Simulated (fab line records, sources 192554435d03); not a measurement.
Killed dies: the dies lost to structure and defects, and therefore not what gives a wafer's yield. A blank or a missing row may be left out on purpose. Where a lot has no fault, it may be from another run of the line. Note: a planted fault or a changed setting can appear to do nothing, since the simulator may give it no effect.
Which tool is to blame? / flow n5Finfet / 11 lots, 31 wafers sampled, at 1 step of a route of 1938

WHAT EACH GAUGE READ, for each wafer
N5_BEOL_M6_CD_MEAS_18: pitch 80 nm, target cd 40 nm.
lot=L370; measured=day 9 04:40; on=cdSem-01; cdNm (nm)=40.6 40.4 41.8
lot=L369; measured=day 9 17:10; on=cdSem-03; cdNm (nm)=39.6 39.5 39.9
lot=L373; measured=day 10 07:49; on=cdSem-01; cdNm (nm)=41.3 40.1 39.9
lot=L376; measured=day 10 18:32; on=cdSem-02; cdNm (nm)=39.9 39.5 39.7
lot=L384; measured=day 12 17:55; on=cdSem-01; cdNm (nm)=40.2 39.0
lot=L386; measured=day 13 00:43; on=cdSem-01; cdNm (nm)=40.8 40.7 40.6
lot=L385; measured=day 13 00:50; on=cdSem-03; cdNm (nm)=39.2 39.8 39.9
lot=L387; measured=day 13 21:20; on=cdSem-01; cdNm (nm)=42.0 40.5
lot=L389; measured=day 13 23:13; on=cdSem-01; cdNm (nm)=41.1 41.2 40.9
lot=L390; measured=day 14 03:20; on=cdSem-02; cdNm (nm)=39.9 40.5 40.2
lot=L391; measured=day 14 17:50; on=cdSem-02; cdNm (nm)=39.8 41.4 40.9

TOOL THAT RAN EACH LOT (tool first, then ch and the chambers of the sampled wafers, then the start)
Record: no process step prior to these readings.

THE ANSWER, worked out from the rows above alone
Rule: the usual values come from the lots themselves. Put in order of their means at a reading, lots are off if they are a third of the lots or fewer, leave a main group of 4 or more, and stand apart from it by a gap of 3 or more times the standard deviation of the main group's means; of several such gaps the widest counts. A main group whose means are all the same, to the digits that the tables above print for the reading, isn't used. Also off: a lot with no number at a reading for which 4 or more lots have one. Where the step has rows for the other lots, those lots are counted as sound.
No lot is off at any reading shown: from this, nothing can be told.

WHAT THE SIMULATOR HAD PUT IN
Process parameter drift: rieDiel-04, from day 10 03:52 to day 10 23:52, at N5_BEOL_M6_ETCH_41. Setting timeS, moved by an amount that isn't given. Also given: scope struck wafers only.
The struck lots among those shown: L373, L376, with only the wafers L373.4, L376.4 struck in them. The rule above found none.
